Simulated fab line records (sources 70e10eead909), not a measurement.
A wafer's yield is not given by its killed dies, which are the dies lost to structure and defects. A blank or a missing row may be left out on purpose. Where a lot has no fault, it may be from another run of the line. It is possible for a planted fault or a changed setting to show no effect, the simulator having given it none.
Struck lot and sound lot, side by side / flow nand_harc / 16 steps out of a route of 1302
Sound: the wafers L774.2, L774.4, L774.5. Wafers L770.2, L770.4, L770.6 were the ones struck. The cause comes at the end.
Per side, at each step with rows, come the tool, then ch with its chambers, and then its first start. Under that, the readings that differ: sound wafers / struck wafers / difference of the means / sigmas: that difference in standard deviations of wafers without a fault.
alike: words and numbers the same on both sides, and readings whose means are apart by under 2 such deviations; not compared: readings that were withheld, readings missing a value for some wafer, numbers with overlapping values and no deviation given by the record, and bounds like >300 which may hide the same value.
Wherever a step has rows on one side only, a row that says differs or no value, or a row with sigmas, the two part there. Non-overlapping numbers with no deviation appear without sigmas and do not part them. A reading that every wafer of one side lacks parts them only if that side has two wafers or more.

NHARC_A_ONON_D2_THK_MEAS_08: measures by ellipsometry.
  sound on film_metro-01 at day 18 09:01; struck on film_metro-02 at day 16 06:07
  alike: thk_nm
then, 1 step without rows for these wafers: NHARC_A_ONON_D2_DEP_09 (target thk 1000 nm).
NHARC_A_ONON_D2_THK_MEAS_11: measures by ellipsometry.
  sound on film_metro-02 at day 18 09:35; struck on film_metro-01 at day 16 06:41
  alike: thk_nm
then, 1 step without rows for these wafers: NHARC_A_ONON_D2_DEP_12 (target thk 1000 nm).
NHARC_A_ONON_D2_THK_MEAS_14: measures by ellipsometry.
  sound on film_metro-01 at day 18 10:09; struck on film_metro-01 at day 16 07:15
  alike: thk_nm
then, 2 steps without rows for these wafers: NHARC_A_ONON_D2_ANNEAL_15 (time 3600 s); NHARC_A_ONON_D2_DEP_16 (target thk 1000 nm).
NHARC_A_ONON_D2_THK_MEAS_18: measures by ellipsometry.
  sound on film_metro-02 at day 18 18:02; struck on film_metro-01 at day 16 15:44
  alike: thk_nm
then, 1 step without rows for these wafers: NHARC_A_ONON_D2_DEP_19 (target thk 1000 nm).
NHARC_A_ONON_D2_THK_MEAS_21: measures by ellipsometry.
  sound on film_metro-02 at day 18 18:36; struck on film_metro-01 at day 16 16:19
  alike: thk_nm
then, 1 step without rows for these wafers: NHARC_A_ONON_D2_DEP_22 (target thk 1000 nm).
NHARC_A_ONON_D2_THK_MEAS_24: measures by ellipsometry.
  sound on film_metro-02 at day 18 19:10; struck on film_metro-01 at day 16 16:52
  alike: thk_nm
NHARC_A_ONON_D2_DEP_25: target thk 1000 nm.
  sound on pecvd_onon-01 ch 0, day 18 19:16; struck on pecvd_onon-03 ch 0, day 16 16:59
  alike: n2o_flow_sccm
NHARC_A_ONON_D2_THK_MEAS_27: measures by ellipsometry.
  sound on film_metro-02 at day 18 19:44; struck on film_metro-01 at day 16 17:26
reading=thk_nm (nm); sound=1001 1002 1001; struck=438 439 438; difference=-563; sigmas=-56
then, 1 step without rows for these wafers: NHARC_A_ONON_D2_DEP_28 (target thk 1000 nm).
-- jump in the record: it breaks off in module A_ONON_D2 and resumes in module END (first step shown: number 1302 of the route), and 12 days separate the struck wafers' starts before and after --
NHARC_END_SORT_01:
  only the struck wafers appear in the record here, on prober-02 ch 0 at day 28 20:27; the sound ones have no rows

WHERE THEY PART
Last at NHARC_END_SORT_01 as far as this record goes, first at NHARC_A_ONON_D2_THK_MEAS_27.

WHY: what the simulator had put in
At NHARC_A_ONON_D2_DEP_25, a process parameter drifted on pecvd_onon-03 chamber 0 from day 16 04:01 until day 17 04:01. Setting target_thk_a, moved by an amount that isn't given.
